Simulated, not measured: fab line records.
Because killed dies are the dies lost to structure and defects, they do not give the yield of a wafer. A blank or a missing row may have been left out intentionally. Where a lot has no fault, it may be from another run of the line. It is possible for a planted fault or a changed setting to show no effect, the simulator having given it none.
Matching of chambers / flow nandHarc / 4 sister chambers for NHARC_A_M0_CMP_23 on cmp-03
The step polishes, t overpolish 20 s, target thk 113.75 nm. 8 wafers are shown with their chamber, then 7 later ones without.

== WAFERS, EACH WITH ITS CHAMBER ==
wafer=L080.1; chamber=1; motorCurrentA (A)=12.4; timeToEndpointS (s)=31.9
wafer=L080.4; chamber=0; motorCurrentA (A)=11.0; timeToEndpointS (s)=28.1
wafer=L079.4; chamber=1; motorCurrentA (A)=12.7; timeToEndpointS (s)=29.0
wafer=L079.5; chamber=0; motorCurrentA (A)=11.1; timeToEndpointS (s)=31.7
wafer=L090.2; chamber=2; motorCurrentA (A)=11.1; timeToEndpointS (s)=26.9
wafer=L090.6; chamber=3; motorCurrentA (A)=13.0; timeToEndpointS (s)=27.2
wafer=L088.2; chamber=2; motorCurrentA (A)=10.3; timeToEndpointS (s)=27.1
wafer=L088.3; chamber=3; motorCurrentA (A)=13.3; timeToEndpointS (s)=30.1

== WAFERS WHOSE CHAMBER IS MISSING ==
wafer=L088.6; motorCurrentA (A)=10.8; timeToEndpointS (s)=27.3
wafer=L092.1; motorCurrentA (A)=10.3; timeToEndpointS (s)=30.0
wafer=L092.5; motorCurrentA (A)=11.7; timeToEndpointS (s)=28.3
wafer=L092.6; motorCurrentA (A)=13.0; timeToEndpointS (s)=33.8
wafer=L096.3; motorCurrentA (A)=10.9; timeToEndpointS (s)=31.8
wafer=L096.4; motorCurrentA (A)=12.0; timeToEndpointS (s)=31.7
wafer=L096.5; motorCurrentA (A)=12.3; timeToEndpointS (s)=31.5

== CHAMBER TAKEN BY EACH ==
wafer=L088.6; from the rows above=can't be placed: 2 or 0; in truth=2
wafer=L092.1; from the rows above=can't be placed: 2 or 0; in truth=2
wafer=L092.5; from the rows above=can't be placed: 0 or 1 or 2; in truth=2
wafer=L092.6; from the rows above=can't be placed: 1 or 3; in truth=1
wafer=L096.3; from the rows above=can't be placed: 0 or 2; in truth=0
wafer=L096.4; from the rows above=can't be placed: 1 or 0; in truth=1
wafer=L096.5; from the rows above=1; in truth=1
1 of 7 placed correctly. Can't be placed from these rows: 6 (the true chamber is among the candidates in 6). Number placed wrongly: 0.
How it was worked out, from the rows above alone: a wafer's distance from a chamber is the root of the sum, over the readings, of the square of ((its reading less the chamber's mean) divided by the reading's scatter). If the next closest chamber is less than 2 further off than the closest, the wafer can't be placed; otherwise it belongs to the closest. A chamber's mean is the mean of its shown wafers. How the scatter is found: for the shown wafers, subtract from each reading the mean of its chamber, square and add these, divide the total by (wafers less chambers), then take the root.
